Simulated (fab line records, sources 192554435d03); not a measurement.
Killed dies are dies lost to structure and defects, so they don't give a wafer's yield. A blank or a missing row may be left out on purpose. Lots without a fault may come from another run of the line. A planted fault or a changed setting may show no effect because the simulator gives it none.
Chamber matching | flow n5_finfet | N5_MOL_CONTACT_COAG_ETCH_105 on rie_diel-06: 4 sister chambers
The step etches SiARC in CF4, target depth 15.6 nm, time 26 s. 4 wafers are shown with their chamber, then 11 later ones without.

WAFERS WITH THEIR CHAMBER
wafer  | chamber | showerhead_plenum_p_Torr (Torr)
L082.1 | 3       | 2.03
L088.4 | 0       | 2.06
L088.5 | 1       | 2.14
L091.3 | 2       | 2.12

WAFERS WITHOUT THEIR CHAMBER
wafer  | showerhead_plenum_p_Torr (Torr)
L091.4 | 2.28
L091.5 | 2.12
L092.1 | 2.06
L092.2 | 2.28
L092.5 | 2.12
L095.1 | 2.11
L095.4 | 2.13
L095.6 | 2.06
L097.1 | 2.11
L097.2 | 2.06
L097.5 | 2.06

WHICH CHAMBER EACH WENT THROUGH
wafer  | from the rows above               | in truth
L091.4 | can't be placed: 1 or 2 or 0 or 3 | 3
L091.5 | can't be placed: 2 or 1 or 0 or 3 | 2
L092.1 | can't be placed: 0 or 3 or 2 or 1 | 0
L092.2 | can't be placed: 1 or 2 or 0 or 3 | 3
L092.5 | can't be placed: 2 or 1 or 0 or 3 | 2
L095.1 | can't be placed: 2 or 1 or 0 or 3 | 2
L095.4 | can't be placed: 2 or 1 or 0 or 3 | 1
L095.6 | can't be placed: 0 or 3 or 2 or 1 | 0
L097.1 | can't be placed: 2 or 1 or 0 or 3 | 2
L097.2 | can't be placed: 0 or 3 or 2 or 1 | 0
L097.5 | can't be placed: 0 or 3 or 2 or 1 | 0
Placed correctly: 0 of 11. Can't be placed from these rows: 11 (the true chamber is among the candidates in 11). Placed wrongly: 0.
How it was worked out, from the rows above alone: a wafer's distance from a chamber is the root of the sum, over the readings, of the square of ((its reading less the chamber's mean) divided by the reading's scatter). The wafer belongs to the nearest chamber; if the next one is less than 2 further off, it can't be placed. A chamber's mean is the mean of its shown wafers. The scatter: with one shown wafer a chamber, the root of the mean of the squares of how far each hidden wafer lies from its nearest shown one.
